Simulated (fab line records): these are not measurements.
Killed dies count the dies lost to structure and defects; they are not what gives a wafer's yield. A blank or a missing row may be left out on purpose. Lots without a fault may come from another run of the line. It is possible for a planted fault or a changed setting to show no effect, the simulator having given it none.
Chamber matching || flow nandHarc || 3 sister chambers for NHARC_A_STAIRCASE_DEP_259 on pecvd-01
The step deposits SiON, target thk 30 nm. 6 wafers are shown with their chamber, then 8 later ones without.

## WAFERS PAIRED WITH THEIR CHAMBERS
{"wafer": "L081.5", "chamber": 1, "heaterPowerW (W)": 761}
{"wafer": "L079.2", "chamber": 1, "heaterPowerW (W)": 821}
{"wafer": "L079.4", "chamber": 2, "heaterPowerW (W)": 570}
{"wafer": "L083.1", "chamber": 2, "heaterPowerW (W)": 648}
{"wafer": "L083.5", "chamber": 0, "heaterPowerW (W)": 758}
{"wafer": "L086.2", "chamber": 0, "heaterPowerW (W)": 760}

## WAFERS MISSING THEIR CHAMBER
{"wafer": "L086.4", "heaterPowerW (W)": 747}
{"wafer": "L086.5", "heaterPowerW (W)": 621}
{"wafer": "L085.1", "heaterPowerW (W)": 746}
{"wafer": "L085.3", "heaterPowerW (W)": 817}
{"wafer": "L085.5", "heaterPowerW (W)": 809}
{"wafer": "L095.2", "heaterPowerW (W)": 767}
{"wafer": "L095.4", "heaterPowerW (W)": 587}
{"wafer": "L095.6", "heaterPowerW (W)": 791}

## THE CHAMBER EACH PASSED THROUGH
{"wafer": "L086.4", "from the rows above": "can't be placed: 0 or 1", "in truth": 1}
{"wafer": "L086.5", "from the rows above": 2, "in truth": 2}
{"wafer": "L085.1", "from the rows above": "can't be placed: 0 or 1", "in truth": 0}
{"wafer": "L085.3", "from the rows above": "can't be placed: 1 or 0", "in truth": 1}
{"wafer": "L085.5", "from the rows above": "can't be placed: 1 or 0", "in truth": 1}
{"wafer": "L095.2", "from the rows above": "can't be placed: 0 or 1", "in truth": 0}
{"wafer": "L095.4", "from the rows above": 2, "in truth": 2}
{"wafer": "L095.6", "from the rows above": "can't be placed: 1 or 0", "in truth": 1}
Correctly placed: 2 of 8. Not placeable from these rows: 6 (in 6, the candidates include the true chamber). 0 placed wrongly.
How it was worked out, from the rows above alone: a wafer's distance from a chamber is the root of the sum, over the readings, of the square of ((its reading less the chamber's mean) divided by the reading's scatter). The wafer belongs to the nearest chamber; if the next one is less than 2 further off, it can't be placed. For every chamber, the mean is computed from those of its wafers that are shown. The scatter is the square root of a quotient: the sum, over the shown wafers, of each reading's squared deviation from its chamber's mean, divided by wafers minus chambers.
